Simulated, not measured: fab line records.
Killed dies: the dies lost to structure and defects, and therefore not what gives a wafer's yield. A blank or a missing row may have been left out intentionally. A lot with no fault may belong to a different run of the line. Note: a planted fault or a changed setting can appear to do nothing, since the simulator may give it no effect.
fab line records	flow n5Finfet
record: lots: 24	wafers: 72	lastDay: 18
route steps=1938 shown BEOL_M4@1100 BEOL_M5@1115
lots that met no fault: taken from a fault-free run of the same line
startH: the number of hours between the record's first day and the start of the first shown wafer of the lot	waitH: time in hours since the lot's previous step	" identical to the entry in the row above	L1.1+2: a row that stands for several wafers	- value missing, or start not given	* or withheld: withheld	< > ~ a bound
route shown NAME@n: NAME is a module with steps in the file, n the number in the route of the first one	usual: average and standard deviation across the fault-free wafers	same: alike in all rows	chamber/n: place in a boat	sites: per-site readings	_std_site: how widely they spread, as a standard deviation	_edge_site: the outer-site mean with the inner-site mean subtracted	radiusMm: for every site, how far away it sits from the centre of the wafer	mask NAME#n: copy n	behind: the most recent tool/chamber to have shaped the wafer	hold: what put the lot on hold/how long, in hours/how the hold closed	device: the transistor (n, p or np) that didn't switch	end of line: the tests these same wafers got at the end of their route	a step without rows: its recipe alone	killed: dies lost to structure and defects at the first sort, not the wafer's yield	map: dies across one wafer; x = killed, . = not, _ = none there
set.NAME: setting as actually run; set.NAME@STEP: the setting as run at that earlier step	model.NAME: the simulator's own value behind a step, which no gauge read
a sample of lots followed through the steps of the route, with each step as a table and each wafer as a row
services: a tool's chamber out of use, with start hour (startH, from the record's first day; less than 0 if before it), hours out, and reason
== steps ==
step: N5_BEOL_M4_SPUTTER_96
recipe: material: Cu	targetThkA: 45	tempC: -20	chamberPressurePa: 0.07	powerW: withheld	timeS: 8.29
usual: chuckGasFlowSccm: 1.27/0.053	throttleValvePct: 29.7/1
lot.wafer	tool	chamber	startH	waitH	chuckGasFlowSccm	throttleValvePct
L074.1	pvdSputter-01	-	166.78	0.1	1.37	29.1
L074.2	"	-	"	"	1.35	29.1
L074.6	"	-	"	"	1.28	28.5
L075.1	pvdSputter-03	-	171.17	0.1	1.21	30.9
L075.4	"	-	"	"	1.18	31.6
L075.5	"	-	"	"	1.32	31.2
L076.1	pvdSputter-01	-	174.49	0.1	1.31	30.1
L076.2	"	-	"	"	1.31	29.9
L076.4	"	-	"	"	1.28	29.1
L078.3	pvdSputter-03	-	176.69	0.1	1.24	29.0
L078.5	"	-	"	"	1.32	30.6
L078.6	"	-	"	"	1.22	29.9
L077.2	pvdSputter-02	-	180.76	0.1	1.20	30.6
L077.5	"	-	"	"	1.26	28.0
L077.6	"	-	"	"	1.26	29.7
L079.2	pvdSputter-03	-	193.20	0.1	1.18	28.6
L079.4	"	-	"	"	1.30	31.4
L079.5	"	-	"	"	1.23	30.1
L080.3	pvdSputter-01	-	203.67	0.1	1.30	28.6
L080.5	"	-	"	"	1.28	28.9
L080.6	"	-	"	"	1.21	30.1
L081.1	pvdSputter-01	-	218.71	0.1	1.26	29.1
L081.3	"	-	"	"	1.29	28.8
L081.5	"	-	"	"	1.32	28.8
L084.2	pvdSputter-02	-	219.58	0.1	1.23	27.7
L084.3	"	-	"	"	1.22	30.2
L084.6	"	-	"	"	1.21	29.5
L082.1	pvdSputter-02	-	221.56	0.1	1.30	30.5
L082.4	"	-	"	"	1.29	27.8
L082.5	"	-	"	"	1.28	27.9
L083.2	pvdSputter-03	-	223.14	0.1	1.31	29.8
L083.5	"	-	"	"	1.23	29.8
L083.6	"	-	"	"	1.22	30.7
L085.1	pvdSputter-03	-	227.22	0.1	1.29	30.9
L085.5	"	-	"	"	1.29	29.9
L085.6	"	-	"	"	1.32	31.3
L086.1	pvdSputter-02	-	229.10	0.1	1.12	30.1
L086.2	"	-	"	"	1.27	27.4
L086.3	"	-	"	"	1.17	29.9
L087.1	pvdSputter-01	-	229.40	0.1	1.26	30.4
L087.3	"	-	"	"	1.21	28.9
L087.5	"	-	"	"	1.28	30.3
L089.1	pvdSputter-02	-	260.14	0.1	1.21	29.4
L089.2	"	-	"	"	1.22	30.6
L089.5	"	-	"	"	1.25	27.9
L088.2	pvdSputter-01	-	260.25	0.1	1.35	30.4
L088.3	"	-	"	"	1.25	30.1
L088.5	"	-	"	"	1.32	30.5
L090.3	pvdSputter-01	-	263.93	0.1	1.35	28.6
L090.5	"	-	"	"	1.25	30.0
L090.6	"	-	"	"	1.31	28.8
L091.2	pvdSputter-01	-	267.17	0.1	1.32	29.1
L091.4	"	-	"	"	1.29	30.4
L091.5	"	-	"	"	1.32	28.3
L092.2	pvdSputter-03	-	269.05	0.1	1.23	31.0
L092.3	"	-	"	"	1.29	28.9
L092.5	"	-	"	"	1.22	29.5
L093.1	pvdSputter-01	-	281.42	0.1	1.24	29.8
L093.3	"	-	"	"	1.35	29.0
L093.6	"	-	"	"	1.32	29.8
L095.3	pvdSputter-03	-	286.20	0.1	1.25	31.6
L095.4	"	-	"	"	1.23	29.5
L095.5	"	-	"	"	1.21	31.5
L094.2	pvdSputter-02	-	294.60	0.1	1.23	28.0
L094.3	"	-	"	"	1.26	29.9
L094.5	"	-	"	"	1.35	29.9
L097.1	pvdSputter-03	-	304.50	0.1	1.34	31.0
L097.2	"	-	"	"	1.22	31.3
L097.3	"	-	"	"	1.19	29.7
L096.3	pvdSputter-03	-	309.52	0.1	1.31	31.1
L096.4	"	-	"	"	1.37	28.7
L096.5	"	-	"	"	1.22	29.8
step: N5_BEOL_M4_CMP_52
recipe: stopOn: SiOC	tOverpolishS: 6.8	downForcePsi: 1	platenRpm: 50	clearingPlatenDownForcePsi: 1.5	clearingPlatenRpm: 50	postCmpClean: cuAlkaline	targetThkNm: 40	clearingPlatenPadVelocityMS: 0.99484	padVelocityMS: 0.99484
usual: barrierFieldEndpointS: 24.6/0.55	clearingPlatenRpm: 50.004/0.027	headPressurePsi: 0.9998/0.0021	motorCurrentA: 6.2/0.5	overpolishRunS: 6.799/0.0095	slurryFlowMlMin: 150.0/0.41	timeToEndpointS: 62.0/2.3
lot.wafer	tool	chamber	startH	waitH	barrierFieldEndpointS	clearingPlatenRpm	headPressurePsi	motorCurrentA	overpolishRunS	slurryFlowMlMin	timeToEndpointS
L074.1	cmp-04	0	167.28	0.3	24.5	50.025	0.9962	5.9	6.802	150.5	61.2
L074.2	"	3	"	"	25.3	50.023	1.0030	6.3	6.799	150.3	60.2
L074.6	"	0	"	"	24.6	50.049	0.9973	6.1	6.792	150.3	60.1
L075.1	cmp-04	1	171.67	0.3	24.2	50.034	0.9991	6.0	6.800	149.2	60.1
L075.4	"	3	"	"	24.5	49.970	0.9993	6.2	6.790	149.8	59.9
L075.5	"	2	"	"	23.8	50.021	0.9992	5.9	6.808	150.0	60.4
L076.2	cmp-03	0	175.00	0.2	25.0	49.946	0.9992	5.9	6.815	149.8	63.0
L076.1	"	2	"	"	24.5	50.011	1.0015	5.9	6.802	150.4	62.0
L076.4	"	3	"	"	25.4	50.040	0.9974	6.7	6.780	151.0	66.0
L078.3	cmp-01	2	177.19	0.2	24.4	49.988	0.9983	7.1	6.800	150.3	60.5
L078.6	"	2	"	"	24.1	50.002	1.0026	6.7	6.789	149.8	60.5
L078.5	"	3	"	"	24.2	49.977	0.9993	6.5	6.789	150.5	58.1
L077.2	cmp-03	1	181.44	0.4	24.3	50.028	0.9997	5.3	6.812	149.7	59.5
L077.5	"	1	"	"	24.8	50.029	1.0016	5.3	6.797	149.2	62.6
L077.6	"	2	"	"	24.5	50.002	1.0047	6.1	6.806	150.3	60.8
L079.2	cmp-03	0	193.69	0.2	24.0	49.989	1.0028	6.0	6.800	149.8	64.2
L079.4	"	1	"	"	24.4	49.981	0.9961	5.5	6.817	150.2	64.8
L079.5	"	0	"	"	24.5	49.961	1.0024	5.9	6.798	150.2	64.5
L080.3	cmp-03	1	204.24	0.2	24.7	50.016	1.0019	5.0	6.793	149.7	61.8
L080.6	"	3	"	"	25.3	49.997	1.0022	6.6	6.785	150.1	65.8
L080.5	"	0	"	"	24.9	50.030	1.0011	5.9	6.789	149.4	63.0
L081.3	cmp-04	0	219.26	0.2	24.9	49.999	0.9990	6.3	6.794	150.5	61.4
L081.1	"	2	"	"	24.7	50.014	1.0033	6.0	6.781	150.9	63.6
L081.5	"	3	"	"	25.2	50.023	1.0022	5.7	6.812	149.7	62.8
L084.2	cmp-04	0	220.08	0.2	24.3	50.002	1.0038	6.0	6.815	150.0	62.5
L084.3	"	1	"	"	24.2	49.979	1.0001	6.2	6.815	150.4	61.9
L084.6	"	1	"	"	25.2	49.992	0.9988	6.0	6.809	149.6	64.5
L082.1	cmp-03	1	222.09	0.3	23.7	50.060	0.9978	5.1	6.810	150.5	58.9
L082.4	"	3	"	"	23.9	49.945	0.9998	6.7	6.794	150.1	60.8
L082.5	"	1	"	"	24.3	50.041	0.9974	5.3	6.788	149.9	60.2
L083.2	cmp-04	2	223.63	0.2	24.2	49.958	1.0024	5.7	6.826	149.9	59.9
L083.5	"	2	"	"	24.2	50.008	1.0016	5.8	6.785	150.1	62.1
L083.6	"	3	"	"	24.8	49.992	0.9995	6.0	6.809	149.9	61.5
L085.1	cmp-03	2	227.79	0.3	25.2	49.991	0.9987	6.2	6.786	150.2	59.8
L085.5	"	0	"	"	25.5	49.959	0.9989	5.7	6.808	150.7	65.3
L085.6	"	1	"	"	25.3	49.941	1.0040	5.1	6.805	150.3	63.0
L086.1	cmp-01	0	229.59	0.3	24.1	50.016	1.0014	6.2	6.811	150.4	64.5
L086.3	"	2	"	"	23.5	50.016	0.9980	7.1	6.805	150.7	60.3
L086.2	"	3	"	"	24.0	49.987	0.9997	6.2	6.798	150.3	61.8
L087.3	cmp-03	3	229.99	0.2	24.9	50.053	0.9990	6.9	6.795	149.9	62.9
L087.1	"	0	"	"	25.2	49.982	0.9982	5.8	6.789	150.2	65.6
L087.5	"	2	"	"	24.7	49.988	0.9997	5.9	6.794	149.8	61.6
L089.2	cmp-01	2	260.63	0.2	24.1	50.019	0.9976	6.7	6.797	149.6	61.8
L089.1	"	3	"	"	24.6	49.986	0.9977	6.7	6.789	149.4	60.9
L089.5	"	3	"	"	24.0	50.017	0.9967	6.1	6.800	149.6	60.9
L088.3	cmp-03	1	260.84	0.3	24.3	49.998	0.9998	5.1	6.798	150.7	64.3
L088.2	"	3	"	"	25.3	50.005	1.0023	6.7	6.798	149.5	65.5
L088.5	"	1	"	"	24.4	50.011	0.9974	5.1	6.796	150.0	63.1
L090.3	cmp-04	3	264.75	0.3	24.5	50.016	0.9967	6.5	6.791	150.1	60.6
L090.6	"	2	"	"	25.1	50.044	0.9975	5.7	6.797	150.1	60.7
L090.5	"	3	"	"	25.3	49.974	0.9999	6.0	6.810	150.3	59.6
L091.4	cmp-03	3	267.66	0.1	25.6	50.038	1.0018	7.0	6.805	150.1	64.3
L091.2	"	2	"	"	24.4	49.961	1.0018	6.2	6.794	149.5	58.8
L091.5	"	3	"	"	25.3	50.014	0.9999	6.9	6.790	149.9	62.3
L092.2	cmp-01	2	269.82	0.4	24.1	49.971	0.9995	6.9	6.817	150.1	57.7
L092.3	"	1	"	"	24.3	49.991	0.9984	6.7	6.793	150.2	60.2
L092.5	"	3	"	"	24.6	50.009	0.9969	6.5	6.798	150.2	59.2
L093.3	cmp-01	0	281.92	0.2	25.0	49.966	0.9978	6.4	6.810	150.6	67.6
L093.1	"	2	"	"	24.0	49.973	1.0008	6.8	6.796	149.7	60.6
L093.6	"	1	"	"	24.5	49.987	1.0020	6.7	6.803	149.6	63.6
L095.4	cmp-01	1	286.69	0.1	23.9	49.985	1.0039	6.4	6.792	150.6	60.5
L095.3	"	0	"	"	23.7	50.035	0.9982	6.3	6.800	149.3	60.0
L095.5	"	1	"	"	24.1	49.974	1.0015	6.5	6.792	150.0	64.1
L094.3	cmp-01	3	295.10	0.2	24.5	49.992	0.9996	6.1	6.798	150.6	59.4
L094.2	"	2	"	"	24.1	50.010	0.9988	7.1	6.810	150.3	56.3
L094.5	"	0	"	"	25.3	49.967	1.0017	6.6	6.805	150.0	62.6
L097.1	cmp-04	0	304.99	0.3	23.3	49.958	0.9953	6.1	6.794	150.0	60.8
L097.2	"	2	"	"	23.6	50.016	1.0007	6.1	6.799	150.6	61.1
L097.3	"	3	"	"	24.0	49.982	0.9965	5.9	6.810	149.5	60.2
L096.3	cmp-01	1	310.06	0.2	24.4	50.031	1.0041	6.3	6.798	149.6	63.8
L096.4	"	3	"	"	25.2	49.984	0.9984	6.6	6.802	149.3	66.9
L096.5	"	0	"	"	24.7	49.997	0.9991	6.6	6.800	149.0	61.4
step: N5_BEOL_M4_RS_MEAS_58
recipe: thkMeasGauge: four-point-probe	reads: Co_of_BEOL_M4_CO_CAP_55+Cu_of_BEOL_M4_ECD_50+Co_of_BEOL_M4_CVD_47+TaN_of_BEOL_M4_ALD_84
usual: M4_RS: 0.675/0.029
lot.wafer	tool	chamber	startH	waitH	M4_RS[ohm/sq]
L074.1	filmMetro-02	-	167.83	0.0	0.699
L074.2	"	-	"	"	0.684
L074.6	"	-	"	"	0.708
L075.1	filmMetro-01	-	172.23	0.0	0.717
L075.4	"	-	"	"	0.695
L075.5	"	-	"	"	0.738
L076.1	filmMetro-01	-	175.55	0.0	0.656
L076.2	"	-	"	"	0.660
L076.4	"	-	"	"	0.636
L078.3	filmMetro-01	-	177.74	0.1	0.679
L078.5	"	-	"	"	0.689
L078.6	"	-	"	"	0.696
L077.2	filmMetro-01	-	181.99	0.1	0.667
L077.5	"	-	"	"	0.667
L077.6	"	-	"	"	0.651
L079.2	filmMetro-01	-	194.25	0.1	0.660
L079.4	"	-	"	"	0.681
L079.5	"	-	"	"	0.677
L080.3	filmMetro-01	-	204.76	0.1	0.645
L080.5	"	-	"	"	0.646
L080.6	"	-	"	"	0.642
L081.1	filmMetro-02	-	220.01	0.1	0.657
L081.3	"	-	"	"	0.666
L081.5	"	-	"	"	0.635
L084.2	filmMetro-02	-	220.66	0.1	0.675
L084.3	"	-	"	"	0.680
L084.6	"	-	"	"	0.684
L082.1	filmMetro-01	-	222.61	0.0	0.655
L082.4	"	-	"	"	0.646
L082.5	"	-	"	"	0.620
L083.2	filmMetro-01	-	224.19	0.1	0.686
L083.5	"	-	"	"	0.665
L083.6	"	-	"	"	0.687
L085.1	filmMetro-02	-	228.26	0.0	0.668
L085.5	"	-	"	"	0.643
L085.6	"	-	"	"	0.749
L086.1	filmMetro-01	-	230.17	0.1	0.677
L086.2	"	-	"	"	0.695
L086.3	"	-	"	"	0.737
L087.1	filmMetro-01	-	230.67	0.0	0.640
L087.3	"	-	"	"	0.618
L087.5	"	-	"	"	0.636
L089.1	filmMetro-01	-	261.18	0.0	0.659
L089.2	"	-	"	"	0.692
L089.5	"	-	"	"	0.717
L088.2	filmMetro-01	-	261.36	0.1	0.712
L088.3	"	-	"	"	0.744
L088.5	"	-	"	"	0.663
L090.3	filmMetro-01	-	265.27	0.1	0.668
L090.5	"	-	"	"	0.682
L090.6	"	-	"	"	0.666
L091.2	filmMetro-01	-	268.21	0.1	0.654
L091.4	"	-	"	"	0.670
L091.5	"	-	"	"	0.632
L092.2	filmMetro-01	-	270.39	0.1	0.663
L092.3	"	-	"	"	0.686
L092.5	"	-	"	"	0.666
L093.1	filmMetro-01	-	282.55	0.1	0.792
L093.3	"	-	"	"	0.701
L093.6	"	-	"	"	0.707
L095.3	filmMetro-01	-	287.25	0.1	0.667
L095.4	"	-	"	"	0.691
L095.5	"	-	"	"	0.678
L094.2	filmMetro-02	-	295.66	0.1	0.724
L094.3	"	-	"	"	0.690
L094.5	"	-	"	"	0.691
L097.1	filmMetro-01	-	305.54	0.0	0.711
L097.2	"	-	"	"	0.686
L097.3	"	-	"	"	0.662
L096.3	filmMetro-02	-	310.62	0.1	0.667
L096.4	"	-	"	"	0.669
L096.5	"	-	"	"	0.636
step: N5_BEOL_M5_PECVD_70
recipe: material: SiO2	targetThkA: 160	tempC: 400	precursor: TEOS/O2	pressureTorr: 5.5	rfW: 450	teosFlowSccm: 53.8	gas: O2	flowSccm: 3000	timeS: 18
usual: heaterPowerW: 728/82	showerheadPlenumPTorr: 8.78/0.05	throttleValvePct: 22.6/1.1
lot.wafer	tool	chamber	startH	waitH	heaterPowerW	showerheadPlenumPTorr	throttleValvePct
L074.1	pecvd-02	0	169.47	0.0	793	8.80	22.8
L074.2	"	2	"	"	691	8.81	21.3
L074.6	"	0	"	"	787	8.81	22.9
L075.1	pecvd-02	1	174.01	0.0	587	8.75	21.7
L075.4	"	0	"	"	852	8.81	22.9
L075.5	"	2	"	"	744	8.82	21.2
L076.1	pecvd-02	2	177.18	0.0	741	8.81	21.2
L076.2	"	1	"	"	574	8.76	21.6
L076.4	"	0	"	"	805	8.82	22.9
L078.3	pecvd-02	0	179.37	0.0	800	8.80	23.0
L078.5	"	2	"	"	698	8.83	21.1
L078.6	"	1	"	"	534	8.75	21.5
L077.2	pecvd-02	1	183.62	0.0	623	8.71	21.5
L077.5	"	1	"	"	611	8.75	21.9
L077.6	"	2	"	"	681	8.81	21.1
L079.2	pecvd-01	2	195.88	0.0	671	8.82	25.2
L079.4	"	0	"	"	791	8.74	24.5
L079.5	"	1	"	"	702	8.75	23.7
L080.3	pecvd-03	0	206.42	0.1	839	8.76	22.9
L080.5	"	1	"	"	732	8.89	22.5
L080.6	"	2	"	"	798	8.71	21.9
L081.1	pecvd-01	1	221.63	0.0	622	8.72	23.8
L081.3	"	1	"	"	606	8.73	23.5
L081.5	"	1	"	"	621	8.73	23.6
L084.2	pecvd-03	0	222.31	0.0	763	8.79	22.6
L084.3	"	2	"	"	802	8.70	22.3
L084.6	"	1	"	"	752	8.88	22.4
L082.1	pecvd-01	0	224.73	0.0	753	8.74	24.3
L082.4	"	1	"	"	669	8.75	23.6
L082.5	"	1	"	"	678	8.73	23.6
L083.2	pecvd-01	1	225.82	0.0	663	8.75	23.7
L083.5	"	0	"	"	742	8.78	24.4
L083.6	"	1	"	"	652	8.75	23.6
L085.1	pecvd-02	1	230.37	0.0	631	8.73	21.7
L085.5	"	1	"	"	640	8.73	21.6
L085.6	"	2	"	"	687	8.78	21.6
L086.1	pecvd-03	1	232.28	0.0	646	8.90	22.3
L086.2	"	0	"	"	865	8.78	23.3
L086.3	"	2	"	"	716	8.73	21.9
L087.1	pecvd-01	1	232.31	0.0	688	8.75	23.8
L087.3	"	2	"	"	689	8.80	21.5
L087.5	"	2	"	"	688	8.82	21.4
L089.1	pecvd-03	2	262.81	0.0	752	8.70	22.3
L089.2	"	1	"	"	772	8.90	22.4
L089.5	"	1	"	"	752	8.89	22.6
L088.2	pecvd-02	1	263.29	0.0	612	8.74	21.4
L088.3	"	2	"	"	734	8.84	21.0
L088.5	"	1	"	"	609	8.72	21.6
L090.3	pecvd-02	2	266.89	0.0	701	8.82	21.1
L090.5	"	2	"	"	685	8.82	21.5
L090.6	"	1	"	"	638	8.74	22.0
L091.2	pecvd-03	2	270.30	0.0	797	8.73	22.2
L091.4	"	0	"	"	876	8.80	23.0
L091.5	"	2	"	"	817	8.71	22.3
L092.2	pecvd-03	0	272.02	0.0	764	8.80	22.9
L092.3	"	1	"	"	791	8.89	22.1
L092.5	"	1	"	"	795	8.88	22.5
L093.1	pecvd-02	1	284.20	0.0	627	8.73	21.4
L093.3	"	2	"	"	749	8.80	21.4
L093.6	"	0	"	"	810	8.81	22.9
L095.3	pecvd-01	2	288.88	0.0	710	8.82	21.9
L095.4	"	1	"	"	569	8.75	23.4
L095.5	"	2	"	"	706	8.81	21.7
L094.2	pecvd-02	2	297.28	0.0	732	8.82	21.6
L094.3	"	0	"	"	830	8.81	22.7
L094.5	"	0	"	"	809	8.82	22.7
L097.1	pecvd-01	1	307.17	0.0	643	8.74	23.7
L097.2	"	0	"	"	819	8.73	25.1
L097.3	"	2	"	"	781	8.81	21.8
L096.3	pecvd-02	2	312.24	0.0	689	8.80	21.7
L096.4	"	1	"	"	630	8.73	21.8
L096.5	"	0	"	"	787	8.78	22.8
step: N5_BEOL_M5_INSPECT_13
recipe: mode: adi	inspectInstrument: brightfield
usual: rawDefectCount: 415/110
lot.wafer	tool	chamber	startH	waitH	rawDefectCount
L074.1	defectInspect-02	-	171.91	0.1	355
L074.2	"	-	"	"	370
L074.6	"	-	"	"	309
L075.1	defectInspect-01	-	174.85	0.1	376
L075.4	"	-	"	"	319
L075.5	"	-	"	"	433
L076.1	defectInspect-01	-	178.52	0.1	642
L076.2	"	-	"	"	391
L076.4	"	-	"	"	415
L078.3	defectInspect-01	-	182.47	0.0	870
L078.5	"	-	"	"	932
L078.6	"	-	"	"	699
L077.2	defectInspect-01	-	185.75	0.0	505
L077.5	"	-	"	"	432
L077.6	"	-	"	"	496
L079.2	defectInspect-01	-	198.78	0.0	542
L079.4	"	-	"	"	526
L079.5	"	-	"	"	480
L080.3	defectInspect-01	-	208.40	0.0	371
L080.5	"	-	"	"	400
L080.6	"	-	"	"	429
L081.1	defectInspect-01	-	223.86	0.1	372
L081.3	"	-	"	"	282
L081.5	"	-	"	"	240
L084.2	defectInspect-02	-	226.00	0.0	332
L084.3	"	-	"	"	363
L084.6	"	-	"	"	345
L082.1	defectInspect-02	-	226.04	0.1	363
L082.4	"	-	"	"	409
L082.5	"	-	"	"	416
L083.2	defectInspect-02	-	227.48	0.0	385
L083.5	"	-	"	"	409
L083.6	"	-	"	"	258
L085.1	defectInspect-01	-	231.03	0.1	465
L085.5	"	-	"	"	420
L085.6	"	-	"	"	362
L086.1	defectInspect-01	-	232.83	0.1	343
L086.2	"	-	"	"	463
L086.3	"	-	"	"	324
L087.1	defectInspect-01	-	232.92	0.1	623
L087.3	"	-	"	"	530
L087.5	"	-	"	"	486
L089.1	defectInspect-02	-	263.94	0.1	550
L089.2	"	-	"	"	365
L089.5	"	-	"	"	575
L088.2	defectInspect-01	-	264.46	0.0	427
L088.3	"	-	"	"	445
L088.5	"	-	"	"	400
L090.3	defectInspect-02	-	268.01	0.0	306
L090.5	"	-	"	"	396
L090.6	"	-	"	"	359
L091.2	defectInspect-01	-	271.23	0.0	473
L091.4	"	-	"	"	413
L091.5	"	-	"	"	327
L092.2	defectInspect-02	-	272.80	0.0	611
L092.3	"	-	"	"	320
L092.5	"	-	"	"	434
L093.1	defectInspect-02	-	285.27	0.1	340
L093.3	"	-	"	"	235
L093.6	"	-	"	"	319
L095.3	defectInspect-02	-	290.02	0.0	263
L095.4	"	-	"	"	277
L095.5	"	-	"	"	360
L094.2	defectInspect-02	-	298.78	0.0	445
L094.3	"	-	"	"	453
L094.5	"	-	"	"	433
L097.1	defectInspect-02	-	307.93	0.1	411
L097.2	"	-	"	"	347
L097.3	"	-	"	"	381
L096.3	defectInspect-02	-	313.71	0.0	449
L096.4	"	-	"	"	245
L096.5	"	-	"	"	253
step: N5_BEOL_M5_OCD_MEAS_38
usual: trenchDepthNm: 72.0/1.2
lot.wafer	tool	chamber	startH	waitH	trenchDepthNm
L074.1	ocd-01	-	173.77	-	73.9
L074.2	"	-	"	"	71.8
L074.6	"	-	"	"	70.9
L075.1	ocd-01	-	177.19	-	70.9
L075.4	"	-	"	"	71.1
L075.5	"	-	"	"	70.9
L076.1	ocd-01	-	181.83	-	71.2
L076.2	"	-	"	"	73.9
L076.4	"	-	"	"	71.5
L078.3	ocd-01	-	184.27	-	71.8
L078.5	"	-	"	"	71.5
L078.6	"	-	"	"	73.9
L077.2	ocd-01	-	188.52	-	72.2
L077.5	"	-	"	"	71.2
L077.6	"	-	"	"	71.8
L079.2	ocd-02	-	201.02	-	71.5
L079.4	"	-	"	"	71.6
L079.5	"	-	"	"	70.5
L080.3	ocd-02	-	211.66	-	71.2
L080.5	"	-	"	"	71.0
L080.6	"	-	"	"	71.8
L081.1	ocd-01	-	226.11	-	70.7
L081.3	"	-	"	"	69.8
L081.5	"	-	"	"	70.7
L084.2	ocd-02	-	228.64	-	71.7
L084.3	"	-	"	"	70.9
L084.6	"	-	"	"	71.1
L082.1	ocd-01	-	230.32	-	70.9
L082.4	"	-	"	"	71.4
L082.5	"	-	"	"	71.7
L083.2	ocd-01	-	230.80	-	74.4
L083.5	"	-	"	"	73.1
L083.6	"	-	"	"	72.3
L085.1	ocd-01	-	236.04	-	74.1
L085.5	"	-	"	"	72.6
L085.6	"	-	"	"	72.2
L087.1	ocd-01	-	236.32	-	71.6
L087.3	"	-	"	"	71.3
L087.5	"	-	"	"	72.1
L086.1	ocd-01	-	237.15	-	75.1
L086.2	"	-	"	"	72.3
L086.3	"	-	"	"	73.5
L089.1	ocd-02	-	266.40	-	71.9
L089.2	"	-	"	"	72.7
L089.5	"	-	"	"	71.0
L088.2	ocd-01	-	266.67	-	72.5
L088.3	"	-	"	"	71.2
L088.5	"	-	"	"	71.3
L090.3	ocd-02	-	269.70	-	74.0
L090.5	"	-	"	"	71.0
L090.6	"	-	"	"	70.6
L091.2	ocd-01	-	275.06	-	70.6
L091.4	"	-	"	"	72.3
L091.5	"	-	"	"	72.8
L092.2	ocd-01	-	275.54	-	71.7
L092.3	"	-	"	"	72.4
L092.5	"	-	"	"	74.6
L093.1	ocd-02	-	287.48	-	73.2
L093.3	"	-	"	"	72.2
L093.6	"	-	"	"	74.7
L095.3	ocd-01	-	291.65	-	72.3
L095.4	"	-	"	"	71.7
L095.5	"	-	"	"	72.4
L094.2	ocd-01	-	300.85	-	72.3
L094.3	"	-	"	"	72.2
L094.5	"	-	"	"	73.4
L097.1	ocd-01	-	309.94	-	73.7
L097.2	"	-	"	"	72.7
L097.3	"	-	"	"	75.1
L096.3	ocd-01	-	318.13	-	72.1
L096.4	"	-	"	"	72.3
L096.5	"	-	"	"	72.8
== services ==
tool	chamber	startH	hours	kind
pecvd-02	1	145.49	5.5	scheduledDown
cmp-01	-	159.35	8.3	repair
cmp-01	-	189.30	1.0	repair
pecvd-02	1	199.43	5.5	scheduledDown
pecvd-02	-	201.61	23.4	repair
pecvd-01	2	202.42	-	clean
cmp-03	-	211.96	4.0	pm
cmp-03	-	215.96	-	consumableReplace:conditioner
cmp-03	-	215.96	-	consumableReplace:pad
pvdSputter-02	-	222.72	1.7	repair
cmp-04	-	225.68	4.9	pm
cmp-03	-	239.57	5.5	pm
pecvd-01	-	240.01	0.7	repair
cmp-01	-	245.32	0.2	repair
cmp-03	-	250.58	1.7	repair
pecvd-03	-	255.30	4.5	repair
pecvd-02	-	256.26	0.7	repair
cmp-04	-	259.95	2.7	repair
cmp-04	-	269.19	4.0	pm
pecvd-01	1	275.40	12.4	repair
cmp-04	-	295.33	1.3	repair
cmp-04	-	302.97	0.5	repair
cmp-03	-	306.34	17.7	pm
pecvd-01	0	310.41	16.1	repair
== key ==
fault none
